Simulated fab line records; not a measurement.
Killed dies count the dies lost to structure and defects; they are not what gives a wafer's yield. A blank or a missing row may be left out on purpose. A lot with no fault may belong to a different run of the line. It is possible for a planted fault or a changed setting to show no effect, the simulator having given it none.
2 desks, one fault | flow nand harc | only its own numbers are on each desk; what lay behind them is given at the end

## AT THE METROLOGY DESK
What the gauges read, lot by lot, whatever tool the lot ran on: means of the sampled wafers that have a number. The brackets show how far a lot's mean lies from the usual mean; more than 4 standard deviations puts the lot out of limits, marked OUT.
Columns: A = overlay x nm at NHARC_A_SLIT_OVL_MEAS_10, usual -0.1 nm; B = overlay y nm at NHARC_A_SLIT_OVL_MEAS_10, usual 0.1 nm
lot  | first seen here | A    | B
L866 | day 14 22:59    | 0.2  | 1.3
L863 | day 14 23:10    | 0.1  | 0.5
L865 | day 15 04:46    | 0.4  | -1.1
L867 | day 16 08:43    | 0.2  | 0.0
L870 | day 16 08:53    | -0.2 | -0.4
L869 | day 16 20:35    | 0.6  | -1.0
L873 | day 17 14:20    | -0.2 | 0.6
L880 | day 18 16:53    | -1.2 | -0.3
L879 | day 19 08:29    | -0.5 | 0.9
L883 | day 19 08:38    | -0.1 | 0.4
L884 | day 20 05:20    | 0.2  | 0.0
This desk's verdict: no lot among the 11 shows anything out of limits.

## FOR THE TOOL OWNER'S DESK: rie metal-02
The tool's own readings at NHARC_A_WL_FILL_ETCHBACK_04 (etches the open film in NF3, target depth 60 nm, time 120 s): means of the sampled wafers that have a number, for each lot that ran on this tool. The brackets show how far a lot's mean lies from the usual mean; more than 4 standard deviations puts the lot out of limits, marked OUT.
Columns: A = chamber pressure mTorr at NHARC_A_WL_FILL_ETCHBACK_04, usual 299.99 mTorr; B = drypump motor current A at NHARC_A_WL_FILL_ETCHBACK_04, usual 5.6 A; C = he backside leak sccm at NHARC_A_WL_FILL_ETCHBACK_04, usual 3.34 sccm; D = oes product au at NHARC_A_WL_FILL_ETCHBACK_04, usual 1.000 a.u.; E = run length s at NHARC_A_WL_FILL_ETCHBACK_04, usual 141.1 s
lot  | first seen here | A      | B   | C    | D     | E
L866 | day 15 15:23    | 300.12 | 5.0 | 3.29 | 1.005 | 140.9
L867 | day 17 03:36    | 299.98 | 5.0 | 3.17 | 1.000 | 141.3
L869 | day 17 14:36    | 300.03 | 5.2 | 3.50 | 1.004 | 140.8
L873 | day 18 09:46    | 300.02 | 5.0 | 3.17 | 0.997 | 141.1
L880 | day 19 13:54    | 299.85 | 5.2 | 3.30 | 0.998 | 112.9 (-91) OUT
L879 | day 20 05:37    | 299.99 | 5.2 | 3.20 | 0.997 | 112.8 (-91) OUT
This desk's verdict: out of limits on L879, L880, starting with L880 at day 19 13:54 (run length s at NHARC_A_WL_FILL_ETCHBACK_04). L866, L867, L869, L873: within limits.

## PUT TOGETHER
At day 19 13:54, on L879, L880, the tool owner's desk was in a position to raise an alarm.
The metrology desk saw nothing out of limits.
The metrology desk holds a record of L879, L880, inside its limits.
On rie metal-02, each named lot ran NHARC_A_WL_FILL_ETCHBACK_04.

## WHAT THE SIMULATOR HAD INSERTED
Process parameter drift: rie metal-02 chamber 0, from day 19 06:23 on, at NHARC_A_WL_FILL_ETCHBACK_04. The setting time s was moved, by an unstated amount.
Shown lots that were struck: L879, L880.
Time in hours from fault onset to the first out-of-limits reading at each desk: the tool owner's desk, 8.
